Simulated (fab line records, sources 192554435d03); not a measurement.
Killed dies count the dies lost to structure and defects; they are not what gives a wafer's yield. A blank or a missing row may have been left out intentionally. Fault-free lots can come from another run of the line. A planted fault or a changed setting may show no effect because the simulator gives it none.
Which tool did it?	flow n5_finfet	72 wafers from 24 lots sampled at 6 of the route's 1938 steps

WHAT THE GAUGES READ, wafer by wafer
N5_PMOS_HMC_CHANNEL_EPI_INSPECT_11: inspects for defects (macro). Usual: raw_defect_count at 2.1, with a standard deviation of 1.6.
lot	measured	on	raw_defect_count	flag
L074	day 1 17:39	defect_inspect-02	2 0 3	
L075	day 1 23:56	defect_inspect-01	3 1 0	
L076	day 2 05:38	defect_inspect-02	7 3 0	
L077	day 2 12:01	defect_inspect-01	0 2 1	
L078	day 2 17:35	defect_inspect-01	1 3 2	
L079	day 3 00:20	defect_inspect-02	0 1 2	
L080	day 3 05:38	defect_inspect-01	1 2 2	
L081	day 3 11:35	defect_inspect-01	2 4 3	
L082	day 3 17:32	defect_inspect-01	2 1 0	
L083	day 3 23:17	defect_inspect-01	4 2 4	
L084	day 4 04:58	defect_inspect-01	0 2 1	
L085	day 4 11:08	defect_inspect-01	5 1 3	
L086	day 4 17:15	defect_inspect-02	1 1 2	
L087	day 4 23:05	defect_inspect-02	1 3 4	
L088	day 5 05:04	defect_inspect-01	2 0 3	
L089	day 5 11:53	defect_inspect-01	3 2 2	
L090	day 5 17:34	defect_inspect-02	1 5 0	
L091	day 6 00:10	defect_inspect-01	1 2 2	
L092	day 6 05:11	defect_inspect-02	1 2 2	
L093	day 6 11:23	defect_inspect-01	5 1 1	
L094	day 6 16:55	defect_inspect-02	1 2 5	
L095	day 6 23:02	defect_inspect-01	4 4 0	
L096	day 7 05:53	defect_inspect-02	5 3 2	
L097	day 7 12:34	defect_inspect-02	1 0 1	

N5_FIN_SAQP_INSPECT_18: inspects for defects (brightfield). Usual: raw_defect_count at 433, with a standard deviation of 130.
lot	measured	on	raw_defect_count	flag
L074	day 1 22:28	defect_inspect-02	403 310 378	
L075	day 2 05:03	defect_inspect-01	354 498 391	
L076	day 2 10:23	defect_inspect-01	560 393 461	
L077	day 2 16:18	defect_inspect-02	327 489 462	
L078	day 2 22:29	defect_inspect-02	637 295 267	
L079	day 3 05:47	defect_inspect-01	403 346 243	
L080	day 3 09:56	defect_inspect-01	382 408 373	
L081	day 3 16:07	defect_inspect-02	443 672 314	
L082	day 3 21:36	defect_inspect-01	361 357 289	
L083	day 4 04:01	defect_inspect-01	417 407 598	
L084	day 4 09:07	defect_inspect-01	282 343 292	
L085	day 4 15:21	defect_inspect-01	702 493 350	
L086	day 4 21:17	defect_inspect-02	356 423 337	
L087	day 5 03:16	defect_inspect-01	463 408 477	
L088	day 5 09:15	defect_inspect-02	525 596 330	
L089	day 5 16:03	defect_inspect-02	240 282 347	
L090	day 5 22:23	defect_inspect-01	384 378 401	
L091	day 6 05:24	defect_inspect-02	500 419 745	
L092	day 6 10:10	defect_inspect-01	510 485 603	
L093	day 6 16:59	defect_inspect-02	442 320 411	
L094	day 6 21:28	defect_inspect-01	343 350 246	
L095	day 7 03:23	defect_inspect-02	458 706 556	
L096	day 7 10:37	defect_inspect-02	886 672 605	
L097	day 7 17:45	defect_inspect-02	419 396 412	

EACH LOT AND THE TOOL THAT RAN IT (in order: tool; ch and the chambers of the sampled wafers; start)
lot	N5_ZERO_LAYER_ETCH_18	N5_WELL_APT_DESCUM_30	N5_PMOS_HMC_CHANNEL_EPI_HM_OPEN_15	N5_FIN_SAQP_PECVD_06
L074	rie_si-05 ch 1,2,3, day 1 12:47	rie_diel-04 ch 1,2,3, day 1 15:11	rie_diel-01 ch 0,2, day 1 17:55	pecvd-01 ch 1,2, day 1 21:49
L075	rie_si-01 ch 1,2, day 1 19:12	rie_diel-04 ch 0,1,3, day 1 21:22	rie_diel-02 ch 0,1,3, day 2 00:02	pecvd-01 ch 0,1, day 2 04:32
L076	rie_si-01 ch 1,2,3, day 2 00:58	rie_diel-05 ch 0,3, day 2 02:58	rie_diel-01 ch 2,3, day 2 05:44	pecvd-04 ch 0,1, day 2 09:44
L077	rie_si-04 ch 2,3, day 2 07:08	rie_diel-04 ch 0,1,3, day 2 09:15	rie_diel-02 ch 0,1,3, day 2 12:07	pecvd-03 ch 0,1, day 2 15:40
L078	rie_si-04 ch 0,2, day 2 13:05	rie_diel-04 ch 1,2,3, day 2 15:22	rie_diel-03 ch 0,1, day 2 17:49	pecvd-01 ch 0,1,2, day 2 21:51
L079	rie_si-05 ch 0,3, day 2 18:50	rie_diel-05 ch 0,1, day 2 21:18	rie_diel-02 ch 0,1,2, day 3 00:27	pecvd-01 ch 0,1, day 3 05:09
L080	rie_si-01 ch 1,2,3, day 3 00:56	rie_diel-04 ch 0,3, day 3 03:02	rie_diel-03 ch 1,3, day 3 05:45	pecvd-01 ch 0,1, day 3 09:16
L081	rie_si-05 ch 0,2,3, day 3 06:55	rie_diel-05 ch 1,2,3, day 3 09:12	rie_diel-03 ch 1,2, day 3 11:42	pecvd-04 ch 0,2, day 3 15:37
L082	rie_si-04 ch 0,1, day 3 13:12	rie_diel-04 ch 0,1,2, day 3 15:22	rie_diel-02 ch 1,3, day 3 17:39	pecvd-04 ch 0,1,2, day 3 21:05
L083	rie_si-05 ch 2,3, day 3 18:55	rie_diel-06 ch 1,2, day 3 21:08	rie_diel-03 ch 2,3, day 3 23:27	pecvd-04 ch 0,2, day 4 03:31
L084	rie_si-05 ch 1,3, day 4 00:48	rie_diel-06 ch 1,3, day 4 02:47	rie_diel-01 ch 0,2, day 4 05:05	pecvd-01 ch 0,1,2, day 4 08:29
L085	rie_si-05 ch 0,2,3, day 4 06:48	rie_diel-04 ch 0,2,3, day 4 09:08	rie_diel-01 ch 0,2,3, day 4 11:15	pecvd-01 ch 0,1,2, day 4 14:43
L086	rie_si-01 ch 0,2,3, day 4 12:55	rie_diel-04 ch 0,1, day 4 15:14	rie_diel-03 ch 0,3, day 4 17:22	pecvd-01 ch 0,1,2, day 4 20:47
L087	rie_si-04 ch 0,2,3, day 4 18:47	rie_diel-06 ch 1,2,3, day 4 20:56	rie_diel-02 ch 0,2,3, day 4 23:13	pecvd-01 ch 0,1,2, day 5 02:38
L088	rie_si-01 ch 0,3, day 5 00:47	rie_diel-05 ch 0,1,3, day 5 03:04	rie_diel-03 ch 2,3, day 5 05:11	pecvd-04 ch 0,1, day 5 08:37
L089	rie_si-04 ch 1,2,3, day 5 07:05	rie_diel-06 ch 1,2,3, day 5 09:46	rie_diel-03 ch 1,2,3, day 5 12:00	pecvd-03 ch 0,1,2, day 5 15:32
L090	rie_si-01 ch 2,3, day 5 12:55	rie_diel-05 ch 0,1, day 5 15:18	rie_diel-02 ch 1,2,3, day 5 17:41	pecvd-04 ch 0,1, day 5 21:52
L091	rie_si-05 ch 2,3, day 5 18:55	rie_diel-04 ch 0,1,3, day 5 22:01	rie_diel-02 ch 1,2,3, day 6 00:16	pecvd-03 ch 0,2, day 6 03:51
L092	rie_si-01 ch 1,2,3, day 6 00:55	rie_diel-06 ch 0,1,2, day 6 03:02	rie_diel-02 ch 1,2,3, day 6 05:43	pecvd-03 ch 0,1,2, day 6 09:34
L093	rie_si-01 ch 0,2,3, day 6 06:47	rie_diel-04 ch 2,3, day 6 08:46	rie_diel-02 ch 0,1,3, day 6 11:30	pecvd-04 ch 0,2, day 6 15:25
L094	rie_si-04 ch 1,2, day 6 12:48	rie_diel-05 ch 0,1,2, day 6 14:46	rie_diel-03 ch 1,2, day 6 17:02	pecvd-04 ch 0,1,2, day 6 20:50
L095	rie_si-04 ch 1,2,3, day 6 18:47	rie_diel-06 ch 0,1,3, day 6 20:49	rie_diel-02 ch 0,2,3, day 6 23:09	pecvd-03 ch 0,1, day 7 02:52
L096	rie_si-05 ch 2,3, day 7 00:47	rie_diel-04 ch 0,2,3, day 7 03:17	rie_diel-03 ch 0,1,2, day 7 06:00	pecvd-03 ch 0,2, day 7 09:49
L097	rie_si-04 ch 0,2,3, day 7 06:55	rie_diel-04 ch 0,1,2, day 7 10:17	rie_diel-01 ch 0,2,3, day 7 13:24	pecvd-04 ch 1,2, day 7 17:05
- N5_ZERO_LAYER_ETCH_18: etches Si in HBr/Cl2, target depth 120 nm, time 40 s.
- N5_WELL_APT_DESCUM_30: chemistry O2, time 7.9 s.
- N5_PMOS_HMC_CHANNEL_EPI_HM_OPEN_15: chemistry CHF3/O2, target SiO2, target depth 40.6 nm, time 20.3 s.
- N5_FIN_SAQP_PECVD_06: deposits a-Si from SiH4/He, target thk 60 nm, time 48.1 s.

WHAT THE TOOLS THEMSELVES READ (means of the sampled wafers that have a number; where no wafer has one, the mark that the record gives instead)
N5_ZERO_LAYER_ETCH_18. Usual: HBr_flow_sccm 150.0 sccm, standard deviation 0.43; drypump_motor_current_A 6.0 A, standard deviation 0.37; mfc_cl2_sccm 80.01 sccm, standard deviation 0.25; oes_product_au 1.000 a.u., standard deviation 0.015; throttle_valve_pct 36.34 %, standard deviation 0.3.
lot	tool	HBr_flow_sccm (sccm)	drypump_motor_current_A (A)	mfc_cl2_sccm (sccm)	oes_product_au (a.u.)	throttle_valve_pct (%)	flag
L074	rie_si-05	150.1	6.2	80.07	1.014	36.10	
L075	rie_si-01	150.0	5.8	80.31	0.985	36.27	
L076	rie_si-01	150.1	5.9	80.20	0.985	36.44	
L077	rie_si-04	150.0	5.8	80.32	1.002	36.13	
L078	rie_si-04	150.0	5.6	79.95	1.010	36.28	
L079	rie_si-05	150.2	6.6	79.90	1.011	36.52	
L080	rie_si-01	150.3	5.9	79.84	0.985	36.45	
L081	rie_si-05	149.6	6.5	80.06	1.004	36.38	
L082	rie_si-04	149.8	5.7	80.05	0.989	36.50	
L083	rie_si-05	150.3	6.5	79.84	1.009	36.02	
L084	rie_si-05	150.1	6.0	80.05	1.019	36.17	
L085	rie_si-05	149.5	6.5	80.22	1.007	36.38	
L086	rie_si-01	150.6	5.8	79.91	0.991	36.26	
L087	rie_si-04	150.1	5.8	79.91	0.997	36.25	
L088	rie_si-01	150.3	5.9	79.83	0.994	36.44	
L089	rie_si-04	149.6	5.8	80.12	0.995	36.26	
L090	rie_si-01	150.0	6.0	79.83	0.980	36.38	
L091	rie_si-05	149.8	6.5	80.13	1.012	36.01	
L092	rie_si-01	150.1	5.9	79.99	0.986	36.44	
L093	rie_si-01	149.9	5.8	80.08	0.991	36.27	
L094	rie_si-04	150.0	5.7	79.96	0.995	36.40	
L095	rie_si-04	149.7	5.8	79.77	0.998	36.26	
L096	rie_si-05	150.5	6.5	79.73	1.014	36.12	
L097	rie_si-04	150.0	5.8	80.21	1.000	36.26	

N5_WELL_APT_DESCUM_30. Usual: drypump_motor_current_A 5.6 A, standard deviation 0.5; oes_product_au 0.79 a.u., standard deviation 0.069; rf_vpp_V 243.3 V, standard deviation 1.4; showerhead_plenum_p_Torr 2.11 Torr, standard deviation 0.074; throttle_valve_pct 20.38 %, standard deviation 0.25.
lot	tool	drypump_motor_current_A (A)	oes_product_au (a.u.)	rf_vpp_V (V)	showerhead_plenum_p_Torr (Torr)	throttle_valve_pct (%)	flag
L074	rie_diel-04	5.8	0.82	243.6	2.11	20.35	
L075	rie_diel-04	5.5	0.84	242.5	2.11	20.20	
L076	rie_diel-05	6.2	0.78	242.5	2.06	20.42	
L077	rie_diel-04	5.5	0.83	244.0	2.11	20.20	
L078	rie_diel-04	5.8	0.82	243.5	2.11	20.35	
L079	rie_diel-05	6.0	0.77	242.4	2.07	20.46	
L080	rie_diel-04	5.1	0.87	243.1	2.08	20.21	
L081	rie_diel-05	5.3	0.71	244.1	2.10	20.60	
L082	rie_diel-04	5.5	0.84	243.1	2.14	20.22	
L083	rie_diel-06	5.5	0.77	241.9	2.05	20.33	
L084	rie_diel-06	5.9	0.82	243.8	2.16	20.58	
L085	rie_diel-04	5.5	0.84	243.3	2.09	20.38	
L086	rie_diel-04	5.1	0.84	243.6	2.14	20.10	
L087	rie_diel-06	5.6	0.77	243.0	2.11	20.42	
L088	rie_diel-05	5.7	0.73	244.5	2.12	20.63	
L089	rie_diel-06	5.6	0.76	243.7	2.11	20.43	
L090	rie_diel-05	5.6	0.74	243.3	2.11	20.68	
L091	rie_diel-04	5.5	0.79	243.5	2.10	20.26	
L092	rie_diel-06	5.5	0.82	243.3	2.11	20.31	
L093	rie_diel-04	5.8	0.80	242.9	2.09	20.55	
L094	rie_diel-05	5.6	0.81	243.5	2.13	20.38	
L095	rie_diel-06	5.9	0.85	243.5	2.15	20.49	
L096	rie_diel-04	5.4	0.81	243.0	2.08	20.41	
L097	rie_diel-04	5.5	0.80	243.8	2.13	20.27	

N5_PMOS_HMC_CHANNEL_EPI_HM_OPEN_15. Usual: drypump_motor_current_A 5.9 A, standard deviation 0.53; oes_product_au 0.75 a.u., standard deviation 0.079; rf_vpp_V 519 V, standard deviation 7.7; showerhead_plenum_p_Torr 2.41 Torr, standard deviation 0.065; throttle_valve_pct 18.96 %, standard deviation 0.28.
lot	tool	drypump_motor_current_A (A)	oes_product_au (a.u.)	rf_vpp_V (V)	showerhead_plenum_p_Torr (Torr)	throttle_valve_pct (%)	flag
L074	rie_diel-01	6.2	0.82	520	2.45	18.70	
L075	rie_diel-02	5.7	0.72	519	2.35	19.11	
L076	rie_diel-01	5.5	0.69	533	2.42	18.91	
L077	rie_diel-02	5.7	0.71	518	2.35	19.12	
L078	rie_diel-03	5.6	0.78	517	2.48	19.04	
L079	rie_diel-02	5.7	0.71	515	2.37	19.19	
L080	rie_diel-03	6.3	0.74	515	2.50	19.16	
L081	rie_diel-03	5.9	0.76	513	2.48	19.09	
L082	rie_diel-02	5.5	0.73	516	2.33	19.20	
L083	rie_diel-03	6.3	0.71	516	2.46	18.88	
L084	rie_diel-01	5.9	0.92	522	2.45	18.63	
L085	rie_diel-01	5.8	0.83	526	2.42	18.70	
L086	rie_diel-03	6.0	0.72	519	2.46	18.84	
L087	rie_diel-02	6.1	0.69	521	2.35	19.13	
L088	rie_diel-03	6.1	0.73	516	2.45	18.81	
L089	rie_diel-03	6.1	0.73	516	2.47	19.00	
L090	rie_diel-02	5.9	0.69	521	2.33	19.20	
L091	rie_diel-02	5.9	0.70	520	2.33	19.21	
L092	rie_diel-02	5.9	0.69	520	2.33	19.21	
L093	rie_diel-02	5.7	0.80	518	2.34	19.03	
L094	rie_diel-03	5.9	0.74	514	2.48	19.13	
L095	rie_diel-02	6.1	0.78	521	2.35	19.02	
L096	rie_diel-03	5.5	0.76	517	2.45	18.91	
L097	rie_diel-01	5.9	0.80	525	2.42	18.74	

N5_FIN_SAQP_PECVD_06. Usual: heater_power_w 886 W, standard deviation 100; showerhead_plenum_p_Torr 5.68 Torr, standard deviation 0.056; throttle_valve_pct 18.3 %, standard deviation 0.88.
lot	tool	heater_power_w (W)	showerhead_plenum_p_Torr (Torr)	throttle_valve_pct (%)	flag
L074	pecvd-01	786	5.71	17.7	
L075	pecvd-01	950	5.65	18.2	
L076	pecvd-04	950	5.62	19.9	
L077	pecvd-03	837	5.70	17.6	
L078	pecvd-01	862	5.68	17.9	
L079	pecvd-01	900	5.64	18.3	
L080	pecvd-01	853	5.67	18.3	
L081	pecvd-04	1041	5.61	19.3	
L082	pecvd-04	979	5.67	18.9	
L083	pecvd-04	885	5.66	18.4	
L084	pecvd-01	873	5.68	18.1	
L085	pecvd-01	883	5.68	18.0	
L086	pecvd-01	909	5.67	18.2	
L087	pecvd-01	883	5.68	18.0	
L088	pecvd-04	1039	5.62	19.8	
L089	pecvd-03	775	5.72	17.9	
L090	pecvd-04	1020	5.63	19.9	
L091	pecvd-03	711	5.71	18.1	
L092	pecvd-03	778	5.71	18.0	
L093	pecvd-04	991	5.61	19.3	
L094	pecvd-04	963	5.67	18.9	
L095	pecvd-03	797	5.70	17.7	
L096	pecvd-03	757	5.72	18.3	
L097	pecvd-04	951	5.71	18.3	

THE ANSWER, worked out from the rows above alone
Rule: a lot is off if the mean of its wafers that have a number lies more than 3 standard deviations from the usual mean. Also off: a lot with no number at a reading for which 4 or more lots have one. All remaining lots with rows at the step are treated as sound. After the gauges, taken in route order, come the tools' own readings; for these a lot's mean is taken, as printed above. The first step at which some lot is off is used, and at that step the reading that is off furthest; a lot without a number counts as furthest.
Nothing can be told from this: no lot is off at any reading shown.

WHAT THE SIMULATOR HAD INSERTED
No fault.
